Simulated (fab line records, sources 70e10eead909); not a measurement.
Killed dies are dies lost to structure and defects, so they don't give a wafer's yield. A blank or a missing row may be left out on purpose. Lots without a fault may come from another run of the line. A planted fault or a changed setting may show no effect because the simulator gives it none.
Which tool did it? | flow nand_harc | 6 lots, 18 wafers sampled, at 2 steps of a route of 1159

WHAT THE GAUGES READ, wafer by wafer
NHARC_A_BONDPAD_CD_MEAS_13.
lot  | measured     | on        | cd_nm (nm)
L630 | day 18 10:22 | cd_sem-02 | 498.8 497.5 499.1
L633 | day 18 05:31 | cd_sem-01 | 498.9 498.6 501.3
L643 | day 20 19:31 | cd_sem-01 | 497.0 498.7 499.2
L647 | day 22 03:40 | cd_sem-02 | 497.1 497.2 498.4
L651 | day 23 03:25 | cd_sem-01 | 502.3 499.7 501.3
L650 | day 23 03:10 | cd_sem-03 | 502.0 500.1 501.2

WHICH TOOL RAN EACH LOT (tool, then ch and the chambers of the sampled wafers, then the start)
lot  | NHARC_A_CHANNEL_FILL_D1_STRIP_28
L630 | rie_diel-13 ch 0,1, day 10 01:31
L633 | rie_diel-13 ch 1,2, day 10 07:53
L643 | rie_diel-08 ch 0,2,3, day 12 22:26
L647 | rie_diel-13 ch 0,2,3, day 13 13:13
L651 | rie_diel-13 ch 1,2,3, day 14 19:21
L650 | rie_diel-08 ch 0,1,3, day 14 19:25
- NHARC_A_CHANNEL_FILL_D1_STRIP_28: strips in O2, time 20 s.

THE ANSWER, worked out from the rows above alone
Rule: what is usual is taken from the lots themselves. Put in order of their means at a reading, lots are off if they are a third of the lots or fewer, leave a main group of 4 or more, and stand apart from it by a gap of 3 or more times the standard deviation of the main group's means; of several such gaps the widest counts. A main group whose means are all the same, to the digits that the tables above print for the reading, isn't used. A lot without any number at a reading at which 4 lots or more have one is off too. The other lots that the step has rows for count as sound.
No lot is off at any reading shown: from this, nothing can be told.

WHAT THE SIMULATOR HAD PUT IN
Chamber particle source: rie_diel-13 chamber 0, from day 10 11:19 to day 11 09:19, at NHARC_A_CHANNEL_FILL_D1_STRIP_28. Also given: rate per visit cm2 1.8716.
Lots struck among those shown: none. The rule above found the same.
